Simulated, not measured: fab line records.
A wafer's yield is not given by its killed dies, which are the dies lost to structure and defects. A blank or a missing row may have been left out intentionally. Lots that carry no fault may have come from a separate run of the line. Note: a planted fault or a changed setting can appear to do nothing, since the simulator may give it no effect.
Which tool was responsible? -- flow n5_finfet -- 72 wafers from 24 lots sampled at 3 of the route's 1938 steps

## WHAT EACH GAUGE READ, for each wafer
N5_BEOL_M1_OCD_MEAS_38. Usual: trench_depth_nm reads 55.3 nm (standard deviation 0.81).
lot,measured,on,trench_depth_nm (nm),flag
L074,day 6 09:25,ocd-01,54.9 55.0 55.4,
L075,day 6 19:26,ocd-01,56.7 56.5 56.5,
L076,day 6 19:38,ocd-02,55.0 55.5 55.8,
L077,day 7 01:18,ocd-02,54.4 56.2 56.0,
L078,day 7 01:46,ocd-02,55.6 55.0 55.1,
L079,day 7 11:46,ocd-01,55.1 55.1 54.9,
L081,day 8 12:50,ocd-02,56.5 54.4 56.6,
L080,day 8 13:10,ocd-02,55.4 54.4 54.4,
L082,day 8 16:25,ocd-02,54.4 55.2 54.0,
L083,day 8 16:12,ocd-02,55.9 55.5 55.2,
L084,day 8 21:28,ocd-02,55.6 54.5 54.6,
L086,day 9 13:58,ocd-01,54.0 54.5 54.5,
L085,day 9 12:59,ocd-02,53.8 54.4 55.3,
L087,day 9 22:36,ocd-02,55.2 54.5 54.1,
L089,day 10 02:13,ocd-01,54.9 54.0 55.2,
L088,day 10 06:18,ocd-02,54.6 54.3 54.2,
L090,day 10 16:47,ocd-01,56.5 56.6 55.5,
L091,day 10 19:50,ocd-01,56.5 54.5 55.6,
L092,day 11 11:17,ocd-01,55.6 54.9 54.7,
L093,day 11 15:19,ocd-01,55.8 56.4 56.5,
L094,day 11 16:10,ocd-01,55.0 55.5 56.4,
L095,day 12 04:52,ocd-02,54.6 55.4 54.3,
L096,day 12 14:41,ocd-01,55.5 57.1 57.1,
L097,day 13 03:26,ocd-01,56.6 56.0 55.7,

## WHICH TOOL RAN EACH LOT (tool, then ch and the chambers of the sampled wafers, then the start)
lot,N5_BEOL_M1_HM_DEP_02,N5_BEOL_M1_STRIP_97
L074,"pvd_sputter-02, day 6 00:27","rie_diel-06 ch 0,1,3, day 6 09:25 or earlier"
L075,"pvd_sputter-02, day 6 09:11","rie_diel-02 ch 2,3, day 6 19:26 or earlier"
L076,"pvd_sputter-02, day 6 16:49","rie_diel-06 ch 0,1,3, day 6 19:38 or earlier"
L077,"pvd_sputter-03, day 6 19:25","rie_diel-02 ch 0,3, day 7 01:18 or earlier"
L078,"pvd_sputter-03, day 6 22:31","rie_diel-02 ch 0,1, day 7 01:46 or earlier"
L079,"pvd_sputter-01, day 7 07:17","rie_diel-06 ch 2,3, day 7 11:46 or earlier"
L081,"pvd_sputter-01, day 7 21:58","rie_diel-02 ch 0,2, day 8 12:50 or earlier"
L080,"pvd_sputter-01, day 7 22:22","rie_diel-06 ch 1,2, day 8 13:10 or earlier"
L082,"pvd_sputter-01, day 8 04:13","rie_diel-06 ch 0,2,3, day 8 16:25 or earlier"
L083,"pvd_sputter-01, day 8 11:32","rie_diel-02 ch 0,1,2, day 8 16:12 or earlier"
L084,"pvd_sputter-01, day 8 15:38","rie_diel-06 ch 0,2, day 8 21:28 or earlier"
L086,"pvd_sputter-02, day 9 03:01","rie_diel-06 ch 0,2, day 9 13:58 or earlier"
L085,"pvd_sputter-02, day 9 07:19","rie_diel-05 ch 1,2,3, day 9 12:59 or earlier"
L087,"pvd_sputter-03, day 9 13:41","rie_diel-06 ch 1,2,3, day 9 22:36 or earlier"
L089,"pvd_sputter-03, day 9 18:42","rie_diel-06 ch 2,3, day 10 02:13 or earlier"
L088,"pvd_sputter-01, day 9 22:20","rie_diel-05 ch 0,2,3, day 10 06:18 or earlier"
L090,"pvd_sputter-03, day 10 05:44","rie_diel-02 ch 1,2,3, day 10 16:47 or earlier"
L091,"pvd_sputter-03, day 10 07:23","rie_diel-02 ch 0,2,3, day 10 19:50 or earlier"
L092,"pvd_sputter-01, day 10 19:46","rie_diel-05 ch 0,1,3, day 11 11:17 or earlier"
L093,"pvd_sputter-02, day 11 01:15","rie_diel-02 ch 1,2,3, day 11 15:19 or earlier"
L094,"pvd_sputter-01, day 11 04:20","rie_diel-02 ch 0,1,3, day 11 16:10 or earlier"
L095,"pvd_sputter-03, day 11 09:50","rie_diel-06 ch 0,3, day 12 04:52 or earlier"
L096,"pvd_sputter-02, day 11 14:52","rie_diel-02 ch 0,2, day 12 14:41 or earlier"
L097,"pvd_sputter-03, day 12 15:31","rie_diel-02 ch 1,2, day 13 03:26 or earlier"
- N5_BEOL_M1_HM_DEP_02: deposits TiN, target thk 20 nm.
- N5_BEOL_M1_STRIP_97: strips in N2/H2, time 10 s.

## AS READ BY THE TOOLS THEMSELVES (means over the sampled wafers that have a number; for cases with no such wafer, the mark the record gives instead)
N5_BEOL_M1_HM_DEP_02. Usual: throttle_valve_pct reads 30.6 % (standard deviation 0.62).
lot,tool,throttle_valve_pct (%),flag
L074,pvd_sputter-02,29.9,
L075,pvd_sputter-02,30.7,
L076,pvd_sputter-02,30.4,
L077,pvd_sputter-03,30.0,
L078,pvd_sputter-03,30.0,
L079,pvd_sputter-01,30.8,
L081,pvd_sputter-01,30.8,
L080,pvd_sputter-01,31.0,
L082,pvd_sputter-01,30.9,
L083,pvd_sputter-01,31.0,
L084,pvd_sputter-01,31.1,
L086,pvd_sputter-02,30.1,
L085,pvd_sputter-02,30.2,
L087,pvd_sputter-03,30.3,
L089,pvd_sputter-03,30.2,
L088,pvd_sputter-01,30.5,
L090,pvd_sputter-03,30.3,
L091,pvd_sputter-03,30.2,
L092,pvd_sputter-01,31.4,
L093,pvd_sputter-02,30.0,
L094,pvd_sputter-01,31.1,
L095,pvd_sputter-03,30.3,
L096,pvd_sputter-02,30.1,
L097,pvd_sputter-03,30.5,

N5_BEOL_M1_STRIP_97. Usual: drypump_motor_current_A 5.8 A, standard deviation 0.56; oes_product_au 0.80 a.u., standard deviation 0.06; rf_vpp_V 59.2 V, standard deviation 0.87; showerhead_plenum_p_Torr 2.53 Torr, standard deviation 0.079; throttle_valve_pct 23.52 %, standard deviation 0.24.
lot,tool,drypump_motor_current_A (A),oes_product_au (a.u.),rf_vpp_V (V),showerhead_plenum_p_Torr (Torr),throttle_valve_pct (%),flag
L074,rie_diel-06,5.7,0.79,58.9,2.48,23.60,
L075,rie_diel-02,5.2,0.85,58.7,2.51,23.38,
L076,rie_diel-06,5.7,0.79,59.3,2.48,23.61,
L077,rie_diel-02,5.0,0.83,58.5,2.50,23.19,
L078,rie_diel-02,6.0,0.85,59.8,2.61,23.27,
L079,rie_diel-06,6.1,0.77,58.9,2.47,23.75,
L081,rie_diel-02,6.0,0.83,59.3,2.57,23.44,
L080,rie_diel-06,6.1,0.74,59.0,2.49,23.70,
L082,rie_diel-06,6.2,0.73,60.2,2.49,23.72,
L083,rie_diel-02,6.1,0.85,59.2,2.61,23.47,
L084,rie_diel-06,6.3,0.71,58.6,2.51,23.67,
L086,rie_diel-06,6.3,0.70,59.8,2.51,23.68,
L085,rie_diel-05,5.7,0.80,59.2,2.55,23.28,
L087,rie_diel-06,5.9,0.76,59.4,2.47,23.69,
L089,rie_diel-06,6.1,0.76,58.2,2.46,23.77,
L088,rie_diel-05,5.4,0.80,59.4,2.59,23.38,
L090,rie_diel-02,5.7,0.83,60.0,2.57,23.58,
L091,rie_diel-02,5.5,0.81,59.4,2.53,23.33,
L092,rie_diel-05,5.6,0.73,58.8,2.60,23.21,
L093,rie_diel-02,5.7,0.82,58.9,2.57,23.58,
L094,rie_diel-02,5.6,0.82,59.3,2.57,23.39,
L095,rie_diel-06,6.1,0.72,58.6,2.49,23.69,
L096,rie_diel-02,6.0,0.79,58.4,2.56,23.47,
L097,rie_diel-02,6.3,0.82,59.4,2.64,23.73,

## THE ANSWER, worked out from the rows above alone
Rule: a lot counts as off when the mean over its wafers that have a number is more than 3 standard deviations away from the usual mean. Also off: a lot with no number at a reading for which 4 or more lots have one. Any other lot the step has rows for is counted as sound. First the gauges in route order, then the tools' own readings, where a lot's mean is used as printed above. At the first step where some lot is off, the reading lying furthest off is the one used; lots without a number count as furthest.
No lot is off on any of the readings shown, so nothing can be concluded from this.

## WHAT HAD BEEN PUT IN BY THE SIMULATOR
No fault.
